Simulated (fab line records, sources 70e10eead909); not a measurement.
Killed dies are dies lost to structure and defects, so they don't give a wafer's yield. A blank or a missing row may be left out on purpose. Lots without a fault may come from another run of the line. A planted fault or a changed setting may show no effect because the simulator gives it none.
Which tool did it? | flow nand_harc | 6 lots, 18 wafers sampled, at 4 steps of a route of 1159

WHAT THE GAUGES READ, wafer by wafer
NHARC_END_SORT_01.
lot  | measured     | on        | killed_at_periphery
L959 | day 23 03:17 | prober-01 | 1 2 3
L961 | day 23 19:43 | prober-01 | 3 4 1
L967 | day 24 22:31 | prober-02 | 2 1 5

WHICH TOOL RAN EACH LOT (tool, then ch and the chambers of the sampled wafers, then the start)
lot  | NHARC_A_SLIT_STRIP_18                         | NHARC_A_WL_FILL_ETCHBACK_05       | NHARC_A_WL_FILL_ALD_10
L946 | rie_diel-11 ch 1,2, day 14 20:49 or earlier   | rie_metal-01 ch 0,1, day 15 09:13 | ald_hk-01 ch 0,3, day 15 14:51
L950 | rie_diel-10 ch 0,1,3, day 15 06:37 or earlier | rie_metal-02 ch 0,1, day 15 18:22 | ald_hk-04 ch 0,3, day 16 02:53
L958 | rie_diel-11 ch 0,2,3, day 17 07:04 or earlier | rie_metal-01 ch 0,1, day 17 20:31 | ald_hk-04 ch 0,2,3, day 18 04:14
L959 | rie_diel-10 ch 0,2,3, day 18 01:44 or earlier | rie_metal-02 ch 0,1, day 18 15:38 | ald_hk-03 ch 0,1, day 18 21:30
L961 | rie_diel-10 ch 0,1,3, day 18 15:35 or earlier | rie_metal-02 ch 0,1, day 19 03:53 | ald_hk-03 ch 0,1,3, day 19 09:31
L967 | rie_diel-10 ch 0,1,2, day 19 22:38 or earlier | rie_metal-03 ch 0, day 20 11:34   | ald_hk-03 ch 0,3, day 20 16:55
- NHARC_A_SLIT_STRIP_18: strips in O2.
- NHARC_A_WL_FILL_ETCHBACK_05: etches the open film in Cl2/BCl3, target depth 22 nm, time 60 s.
- NHARC_A_WL_FILL_ALD_10: deposits SiO2, target thk 50 nm, pulse time 10 s, ald cycles 500.

THE ANSWER, worked out from the rows above alone
Rule: what is usual is taken from the lots themselves. Put in order of their means at a reading, lots are off if they are a third of the lots or fewer, leave a main group of 4 or more, and stand apart from it by a gap of 3 or more times the standard deviation of the main group's means; of several such gaps the widest counts. A main group whose means are all the same, to the digits that the tables above print for the reading, isn't used. A lot without any number at a reading at which 4 lots or more have one is off too. The other lots that the step has rows for count as sound.
No lot is off at any reading shown: from this, nothing can be told.

WHAT THE SIMULATOR HAD PUT IN
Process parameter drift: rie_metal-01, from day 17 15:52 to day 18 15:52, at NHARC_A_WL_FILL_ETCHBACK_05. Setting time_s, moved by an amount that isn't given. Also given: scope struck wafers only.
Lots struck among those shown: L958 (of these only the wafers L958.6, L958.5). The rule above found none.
